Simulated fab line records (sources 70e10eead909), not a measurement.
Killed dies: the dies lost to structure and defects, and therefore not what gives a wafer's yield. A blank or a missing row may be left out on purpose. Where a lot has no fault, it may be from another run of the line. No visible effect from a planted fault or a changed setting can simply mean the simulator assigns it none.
fab line records + flow nand_harc
record
- lots=14
- wafers=42
- last_day=24
route steps=1159 shown P_M0@276 A_M1@1049 A_BONDPAD@1075 END@1159
lots that met no fault: from a run of the same line without faults
start_h: hours from the record's opening day to when the first of the lot's shown wafers began + wait_h: time in hours since the lot's previous step + " repeats the value in the row above + L1.1+2: one row covering several wafers at once + - either no value or no given start + * or withheld: withheld + < > ~ a bound
route shown NAME@n: a module of which the file shows steps, and the number in the route of the first + usual: mean and standard deviation over wafers with no fault + same: alike in all rows + chamber/n: place in a boat + sites: the reading at each site + _std_site: their standard deviation + _edge_site: inner sites' mean taken away from outer sites' mean + radius_mm: for every site, how far away it sits from the centre of the wafer + mask NAME#n: copy n + behind: the last tool/chamber to shape the wafer + hold: what put the lot on hold/how long, in hours/how the hold closed + device: whichever transistor did not switch (one of n, p or np) + end of line: tests run on the same wafers once the route is complete + where a step has no rows: the recipe by itself + killed: not the wafer's yield, but the dies lost to structure and defects at the first sort + map: the dies of a wafer, with x for killed, . for not killed, _ for no die there
set.NAME: the setting that was run; set.NAME@STEP: the one run at that earlier step + model.NAME: the simulator's own value behind a step, which no gauge read
the route's steps for a sample of lots (tables are steps, rows are wafers)
services: the hour from which a tool's chamber was out of use, counted from the record's first day as start_h (under 0 if before that day), plus the number of hours and why
## steps
# step NHARC_P_M0_ECD_22
# recipe
- target_thk_a=4000
- bath_temp_c=25
- material=Cu
| lot.wafer  | tool      | chamber | start_h | wait_h |
|------------|-----------|---------|---------|--------|
| L197.2+1+5 | ecd_cu-02 | 1,0,1   | 119.20  | -      |
| L198.2+3+5 | ecd_cu-01 | 1       | 131.62  | -      |
| L199.2+4+5 | ecd_cu-01 | 1,1,0   | 132.85  | -      |
| L201.2+3+5 | ecd_cu-02 | 1       | 140.95  | -      |
| L202.2+3+6 | ecd_cu-02 | 1,0,0   | 149.78  | -      |
| L203.2+4+6 | ecd_cu-02 | 0,1,0   | 153.11  | -      |
| L207.2+1+6 | ecd_cu-02 | 0,1,1   | 167.76  | -      |
| L205.1+3+5 | ecd_cu-02 | 0,0,1   | 169.85  | -      |
| L208.1+4+5 | ecd_cu-01 | 0,1,0   | 185.79  | -      |
| L214.1+4+6 | ecd_cu-01 | 1,1,0   | 219.10  | -      |
| L218.1+3+6 | ecd_cu-02 | 1       | 244.98  | -      |
| L217.1+4+6 | ecd_cu-01 | 0,1,1   | 245.57  | -      |
| L219.2+4+5 | ecd_cu-02 | 1       | 247.33  | -      |
| L220.2+4+6 | ecd_cu-01 | 1       | 247.97  | -      |
# step NHARC_A_M1_PVD_21
# recipe
- target_thk_a=300
- chamber_pressure_pa=5
- power_w=5000
- substrate_temp_c=30
- time_s=20.49
- material=Cu
# usual
- throttle_valve_pct=30.0/1.2
| lot.wafer | tool           | chamber | start_h | wait_h | throttle_valve_pct |
|-----------|----------------|---------|---------|--------|--------------------|
| L197.2    | pvd_sputter-02 | -       | -       | -      | 32.0               |
| L197.1    | "              | -       | "       | "      | 31.6               |
| L197.5    | "              | -       | "       | "      | 29.6               |
| L198.2    | pvd_sputter-02 | -       | -       | -      | 28.5               |
| L198.3    | "              | -       | "       | "      | 30.3               |
| L198.5    | "              | -       | "       | "      | 32.0               |
| L201.2    | pvd_sputter-01 | -       | -       | -      | 30.8               |
| L201.3    | "              | -       | "       | "      | 30.1               |
| L201.5    | "              | -       | "       | "      | 29.8               |
| L199.4    | pvd_sputter-03 | -       | -       | -      | 30.0               |
| L199.2    | "              | -       | "       | "      | 30.2               |
| L199.5    | "              | -       | "       | "      | 27.5               |
| L202.2    | pvd_sputter-01 | -       | -       | -      | 29.9               |
| L202.3    | "              | -       | "       | "      | 29.1               |
| L202.6    | "              | -       | "       | "      | 29.9               |
| L203.4    | pvd_sputter-03 | -       | -       | -      | 30.0               |
| L203.2    | "              | -       | "       | "      | 30.1               |
| L203.6    | "              | -       | "       | "      | 30.3               |
| L205.1    | pvd_sputter-03 | -       | -       | -      | 30.0               |
| L205.3    | "              | -       | "       | "      | 27.2               |
| L205.5    | "              | -       | "       | "      | 30.2               |
| L207.2    | pvd_sputter-03 | -       | -       | -      | 30.3               |
| L207.1    | "              | -       | "       | "      | 30.3               |
| L207.6    | "              | -       | "       | "      | 30.3               |
| L208.4    | pvd_sputter-03 | -       | -       | -      | 28.6               |
| L208.1    | "              | -       | "       | "      | 29.6               |
| L208.5    | "              | -       | "       | "      | 28.4               |
| L214.1    | pvd_sputter-03 | -       | -       | -      | 28.7               |
| L214.4    | "              | -       | "       | "      | 29.5               |
| L214.6    | "              | -       | "       | "      | 29.8               |
| L217.1    | pvd_sputter-02 | -       | -       | -      | 31.6               |
| L217.4    | "              | -       | "       | "      | 29.9               |
| L217.6    | "              | -       | "       | "      | 28.8               |
| L219.4    | pvd_sputter-01 | -       | -       | -      | 31.5               |
| L219.2    | "              | -       | "       | "      | 28.8               |
| L219.5    | "              | -       | "       | "      | 31.2               |
| L220.4    | pvd_sputter-03 | -       | -       | -      | 29.2               |
| L220.2    | "              | -       | "       | "      | 28.8               |
| L220.6    | "              | -       | "       | "      | 29.2               |
| L218.3    | pvd_sputter-02 | -       | -       | -      | 31.5               |
| L218.1    | "              | -       | "       | "      | 29.9               |
| L218.6    | "              | -       | "       | "      | 32.1               |
# step NHARC_A_BONDPAD_DESCUM_11
# recipe
- time_s=3
- o2_flow_sccm=200
- ar_flow_sccm=0
- bias_power_w=0
- chemistry=O2
# usual
- drypump_motor_current_A=5.8/0.38
- oes_product_au=1.000/0.01
- rf_vpp_V=57.7/0.92
- showerhead_plenum_p_Torr=1.90/0.089
- throttle_valve_pct=11.312/0.0098
| lot.wafer | tool        | chamber | start_h | wait_h | drypump_motor_current_A | oes_product_au | rf_hours_counter_h | rf_vpp_V | showerhead_plenum_p_Torr | throttle_valve_pct |
|-----------|-------------|---------|---------|--------|-------------------------|----------------|--------------------|----------|--------------------------|--------------------|
| L197.2    | rie_diel-03 | 1       | 414.02  | -      | 6.0                     | 1.000          | 3                  | 58.8     | 1.78                     | 11.321             |
| L197.1    | "           | 2       | "       | "      | 5.6                     | 0.992          | 2                  | 57.2     | 2.01                     | 11.301             |
| L197.5    | "           | 0       | "       | "      | 5.9                     | 1.015          | -                  | 59.0     | 1.89                     | 11.317             |
| L198.3    | rie_diel-01 | 0       | 426.52  | -      | 6.0                     | 1.003          | 3                  | 58.3     | 2.04                     | 11.320             |
| L198.2    | "           | 2       | "       | "      | 5.4                     | 0.984          | 3                  | 58.1     | 1.87                     | 11.301             |
| L198.5    | "           | 0       | "       | "      | 6.0                     | 1.001          | -                  | 58.9     | 2.04                     | 11.322             |
| L201.3    | rie_diel-01 | 2       | 430.44  | -      | 5.5                     | 0.997          | 3                  | 56.4     | 1.87                     | 11.300             |
| L201.2    | "           | 0       | "       | "      | 6.0                     | 1.015          | 4                  | 57.4     | 2.04                     | 11.310             |
| L201.5    | "           | 1       | "       | "      | 5.4                     | 0.995          | -                  | 57.6     | 1.94                     | 11.322             |
| L199.4    | rie_diel-03 | 0       | 430.67  | -      | 5.9                     | 1.000          | 7                  | 58.0     | 1.89                     | 11.311             |
| L199.2    | "           | 3       | "       | "      | 6.7                     | 0.993          | 6                  | 59.3     | 1.85                     | 11.331             |
| L199.5    | "           | 0       | "       | "      | 5.9                     | 0.986          | -                  | 57.8     | 1.89                     | 11.314             |
| L202.2    | rie_diel-01 | 2       | 450.71  | -      | 5.4                     | 0.983          | 4                  | 56.5     | 1.87                     | 11.305             |
| L202.3    | "           | 0       | "       | "      | 6.0                     | 0.999          | 4                  | 59.2     | 2.04                     | 11.313             |
| L202.6    | "           | 2       | "       | "      | 5.4                     | 0.985          | -                  | 57.8     | 1.87                     | 11.312             |
| L203.2    | rie_diel-01 | 2       | 451.56  | -      | 5.4                     | 0.994          | 4                  | 57.9     | 1.87                     | 11.309             |
| L203.4    | "           | 0       | "       | "      | 6.0                     | 1.006          | 4                  | 58.1     | 2.04                     | 11.313             |
| L203.6    | "           | 2       | "       | "      | 5.4                     | 0.985          | -                  | 57.0     | 1.87                     | 11.303             |
| L205.1    | rie_diel-01 | 3       | 457.31  | -      | 6.2                     | 0.993          | 5                  | 58.5     | 1.81                     | 11.314             |
| L205.3    | "           | 1       | "       | "      | 5.4                     | 0.998          | 5                  | 58.4     | 1.94                     | 11.304             |
| L205.5    | "           | 2       | "       | "      | 5.4                     | 0.997          | -                  | 57.5     | 1.87                     | 11.318             |
| L207.2    | rie_diel-01 | 1       | 460.56  | -      | 5.4                     | 1.004          | 5                  | 60.0     | 1.94                     | 11.315             |
| L207.1    | "           | 3       | "       | "      | 6.2                     | 1.021          | 5                  | 57.5     | 1.80                     | 11.317             |
| L207.6    | "           | 1       | "       | "      | 5.4                     | 1.004          | -                  | 57.5     | 1.94                     | 11.309             |
| L208.1    | rie_diel-01 | 1       | 474.50  | -      | 5.4                     | 0.985          | 5                  | 58.2     | 1.94                     | 11.311             |
| L208.4    | "           | 2       | "       | "      | 5.4                     | 0.991          | 6                  | 58.0     | 1.87                     | 11.329             |
| L208.5    | "           | 1       | "       | "      | 5.4                     | 0.992          | -                  | 56.5     | 1.94                     | 11.311             |
| L214.1    | rie_diel-01 | 2       | 516.98  | -      | 5.4                     | 0.998          | 1                  | 57.9     | 1.87                     | 11.311             |
| L214.4    | "           | 1       | "       | "      | 5.4                     | 1.005          | 1                  | 57.7     | 1.94                     | 11.321             |
| L214.6    | "           | 2       | "       | "      | 5.4                     | 0.989          | -                  | 58.6     | 1.87                     | 11.327             |
| L217.1    | rie_diel-03 | 2       | 527.34  | -      | 5.6                     | 1.005          | 23                 | 58.6     | 2.00                     | 11.301             |
| L217.4    | "           | 3       | "       | "      | 6.7                     | 0.996          | 20                 | 58.3     | 1.85                     | 11.303             |
| L217.6    | "           | 1       | "       | "      | 6.0                     | 0.997          | -                  | 58.6     | 1.78                     | 11.329             |
| L219.2    | rie_diel-01 | 3       | 528.20  | -      | 6.2                     | 1.000          | 1                  | 57.2     | 1.80                     | 11.304             |
| L219.4    | "           | 1       | "       | "      | 5.4                     | 1.015          | 1                  | 57.5     | 1.94                     | 11.312             |
| L219.5    | "           | 3       | "       | "      | 6.2                     | 1.001          | -                  | 56.7     | 1.80                     | 11.330             |
| L220.2    | rie_diel-01 | 1       | 529.63  | -      | 5.4                     | 1.015          | 2                  | 57.1     | 1.94                     | 11.308             |
| L220.4    | "           | 3       | "       | "      | 6.2                     | 0.997          | 2                  | 57.7     | 1.80                     | 11.303             |
| L220.6    | "           | 1       | "       | "      | 5.4                     | 1.019          | -                  | 57.8     | 1.94                     | 11.320             |
| L218.1    | rie_diel-03 | 2       | 543.33  | -      | 5.6                     | 0.987          | 27                 | 59.2     | 2.00                     | 11.304             |
| L218.3    | "           | 0       | "       | "      | 5.9                     | 0.995          | 28                 | 57.8     | 1.89                     | 11.315             |
| L218.6    | "           | 1       | "       | "      | 6.0                     | 0.983          | -                  | 56.9     | 1.78                     | 11.310             |
# step NHARC_END_SORT_01
# recipe
- temp_c=25
# usual
- defect_limited_yield=95.7/1.5
- killed_at_array=25/10
- killed_at_other=0.6/0.91
- killed_at_periphery=3.6/2.9
- killed_dies=29/10
- killed_open=3.3/2
- killed_short=1.9/1.5
- sort_bin_2_pct=1.3/0.61
- sort_bin_3_pct=0.26/0.19
- sort_bin_4_pct=2.7/1
- sort_n_pass=648/10
- sort_rim_yield_pct=94/3.2
- sort_yield_pct=95.7/1.5
# same
- gross_dies=677
- sort_bin_5_pct[%]=0
- sort_bin_6_pct[%]=0
- sort_bin_7_pct[%]=0
- sort_bin_8_pct[%]=0
- sort_rim_n_gross=106.00
| lot.wafer | tool      | chamber | start_h | wait_h | defect_limited_yield[%] | killed_at_array | killed_at_other | killed_at_periphery | killed_dies | killed_open | killed_short | sort_bin_2_pct[%] | sort_bin_3_pct[%] | sort_bin_4_pct[%] | sort_n_pass | sort_rim_yield_pct[%] | sort_yield_pct[%] |
|-----------|-----------|---------|---------|--------|-------------------------|-----------------|-----------------|---------------------|-------------|-------------|--------------|-------------------|-------------------|-------------------|-------------|-----------------------|-------------------|
| L205.1    | prober-02 | 0       | 491.65  | 2.5    | 29.5                    | 6               | 1               | 470                 | 477         | 0           | 1            | 26.3              | 5.61              | 38.6              | 200         | 25                    | 29.5              |
| L205.3    | prober-02 | 0       | 493.24  | 3.1    | 28.8                    | 13              | 0               | 469                 | 482         | 4           | 2            | 28.1              | 5.76              | 37.4              | 195         | 28                    | 28.8              |
| L205.5    | prober-02 | 0       | 494.84  | 3.7    | 96.2                    | 24              | 0               | 2                   | 26          | 3           | 2            | 1.2               | 0.15              | 2.5               | 651         | 96                    | 96.2              |
| L207.1    | prober-01 | 0       | 499.48  | 2.5    | 95.4                    | 26              | 1               | 4                   | 31          | 4           | 2            | 1.8               | 0.30              | 2.5               | 646         | 95                    | 95.4              |
| L207.2    | prober-01 | 0       | 500.28  | 2.8    | 31.8                    | 13              | 3               | 446                 | 462         | 3           | 0            | 24.8              | 5.61              | 37.8              | 215         | 34                    | 31.8              |
| L207.6    | prober-01 | 0       | 503.50  | 4.0    | 96.6                    | 17              | 2               | 4                   | 23          | 1           | 1            | 1.3               | 0.15              | 1.9               | 654         | 95                    | 96.6              |
# killed by level:class
L205.1 P_M0:unspecified=470 A_SLIT:chamber_film_flake=5 STARTING-WAFER:geometric_particle:short=1 A_CONTACT:chamber_film_flake=1
L205.3 P_M0:unspecified=467 A_SLIT:chamber_film_flake=4 A_CONTACT:geometric_particle:open=2 A_CHANNEL_HOLE_D1:chamber_film_flake=2 A_CONTACT:chamber_film_flake=2 P_CONTACT:geometric_particle:short=1 P_M0:geometric_particle:short=1 A_WL_FILL:geometric_particle:open=1
L205.5 A_SLIT:chamber_film_flake=12 A_CONTACT:chamber_film_flake=3 A_CHANNEL_HOLE_D1:chamber_film_flake=2 A_STAIRCASE:chamber_film_flake=2 A_ONON_D1:geometric_particle:open=1 A_CONTACT:geometric_particle:short=1 A_BLC:geometric_particle:open=1 A_M0:geometric_particle:open=1
L207.1 A_SLIT:chamber_film_flake=9 A_CHANNEL_HOLE_D1:chamber_film_flake=6 A_BLC:geometric_particle:open=3 A_STAIRCASE:chamber_film_flake=3 A_CONTACT:chamber_film_flake=3 P_M1:geometric_particle:open=1 P_M1:geometric_particle:short=1 A_ONON_D1:geometric_particle:short=1
L207.2 P_M0:unspecified=440 A_SLIT:chamber_film_flake=7 P_ZERO_WELL:chamber_film_flake=4 A_CHANNEL_HOLE_D1:chamber_film_flake=2 A_STAIRCASE:chamber_film_flake=2 THIN_TSV:chamber_film_flake=2 P_M0:geometric_particle:open=1 A_ONON_D1:geometric_particle:open=1
L207.6 A_SLIT:chamber_film_flake=11 A_STAIRCASE:chamber_film_flake=4 P_GATE:chamber_film_flake=2 A_CHANNEL_HOLE_D1:chamber_film_flake=2 THIN_TSV:chamber_film_flake=2 P_M0:geometric_particle:open=1 P_M0:geometric_particle:short=1
## services
| tool           | chamber | start_h | hours | kind   |
|----------------|---------|---------|-------|--------|
| ecd_cu-01      | -       | 96.07   | 8.0   | pm     |
| pvd_sputter-03 | -       | 102.05  | 10.0  | pm     |
| rie_diel-01    | -       | 137.80  | 9.0   | pm     |
| pvd_sputter-02 | -       | 143.62  | 3.0   | repair |
| pvd_sputter-03 | -       | 160.72  | 0.7   | repair |
| pvd_sputter-03 | -       | 163.43  | 1.7   | repair |
| ecd_cu-01      | -       | 177.60  | 1.3   | repair |
| ecd_cu-02      | -       | 180.00  | 8.0   | pm     |
| rie_diel-01    | 2       | 194.08  | 10.1  | repair |
| pvd_sputter-03 | -       | 234.53  | 9.4   | repair |
| ecd_cu-01      | -       | 272.07  | 8.0   | pm     |
| pvd_sputter-03 | -       | 280.08  | 10.0  | pm     |
| rie_diel-01    | 2       | 312.75  | 2.8   | repair |
| rie_diel-01    | -       | 314.80  | 9.0   | pm     |
| ecd_cu-02      | -       | 356.00  | 8.0   | pm     |
| rie_diel-01    | 0       | 365.87  | 1.3   | repair |
| rie_diel-01    | 1       | 366.16  | 5.9   | repair |
| pvd_sputter-03 | -       | 387.14  | 4.8   | repair |
| ecd_cu-01      | -       | 448.42  | 8.0   | pm     |
| pvd_sputter-03 | -       | 458.08  | 10.0  | pm     |
| ecd_cu-01      | -       | 488.15  | 1.7   | repair |
| ecd_cu-01      | -       | 490.08  | 0.7   | repair |
| rie_diel-01    | -       | 491.80  | 9.0   | pm     |
| ecd_cu-02      | -       | 532.00  | 8.0   | pm     |
## key
first_sign
- step=NHARC_END_SORT_01
- reading=killed_at_periphery
- direction=up
- sigmas=99+
- usual=3.6
- struck=461.7
effect
- step=NHARC_END_SORT_01
- reading=killed_dies
- direction=up
- sigmas=43
- usual=29
- struck=474
more_kills_born_at
- NHARC_P_M0_ECD_22@ecd_cu-02=1377
met_at NHARC_P_M0_ECD_22
struck_lots L205,L207
struck_wafers L205.1,L205.3,L207.2
not_acting_at NHARC_A_M1_PVD_21,NHARC_A_BONDPAD_DESCUM_11
onset_between 153.11 167.76
fault
- kind=chamber_particle_source
- tool=ecd_cu-02
- chamber=0
- onset_h=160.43
- steps=NHARC_P_M0_ECD_22
- rate_per_visit_cm2=1.2801
- end_h=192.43
